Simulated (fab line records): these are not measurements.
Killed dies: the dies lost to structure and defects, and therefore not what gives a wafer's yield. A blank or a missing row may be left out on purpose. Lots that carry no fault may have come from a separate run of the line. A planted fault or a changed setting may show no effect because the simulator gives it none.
Matching of chambers | flow n5Finfet | cmp-03 running N5_GATE_CUT_CMP_61: 4 sister chambers
The step polishes, stops on SiNx, t overpolish 3 s. 8 wafers are shown with their chamber, then 9 later ones without.

== EACH WAFER AND ITS CHAMBER ==
wafer  | chamber | motorCurrentA (A)
L081.2 | 1       | 13.9
L086.2 | 0       | 11.6
L086.4 | 1       | 13.1
L088.5 | 3       | 14.1
L088.6 | 2       | 14.9
L091.1 | 0       | 11.4
L091.3 | 3       | 14.4
L091.4 | 2       | 14.0

== WAFERS WITHOUT THEIR CHAMBER ==
wafer  | motorCurrentA (A)
L093.1 | 11.0
L093.2 | 13.8
L093.3 | 13.0
L094.4 | 13.9
L094.5 | 14.9
L094.6 | 13.7
L095.2 | 14.3
L095.4 | 14.7
L095.5 | 13.6

== THE CHAMBER EACH PASSED THROUGH ==
wafer  | from the rows above          | in truth
L093.1 | 0                            | 0
L093.2 | can't be placed: 1 or 3 or 2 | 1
L093.3 | can't be placed: 1 or 3      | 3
L094.4 | can't be placed: 3 or 1 or 2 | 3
L094.5 | can't be placed: 2 or 3      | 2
L094.6 | can't be placed: 1 or 3 or 2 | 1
L095.2 | can't be placed: 3 or 2 or 1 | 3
L095.4 | can't be placed: 2 or 3      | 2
L095.5 | can't be placed: 1 or 3 or 2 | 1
Correctly placed: 1 of 9. These rows do not allow placing 8 (true chamber among the candidates in 8). Number placed wrongly: 0.
How it was worked out, from the rows above alone: a wafer's distance from a chamber is the root of the sum, over the readings, of the square of ((its reading less the chamber's mean) divided by the reading's scatter). The wafer belongs to the nearest chamber; if the next one is less than 2 further off, it can't be placed. A chamber's mean is the mean of its shown wafers. The scatter: the root of (the sum of the squares of (reading less its chamber's mean) over the shown wafers, divided by (wafers less chambers)).
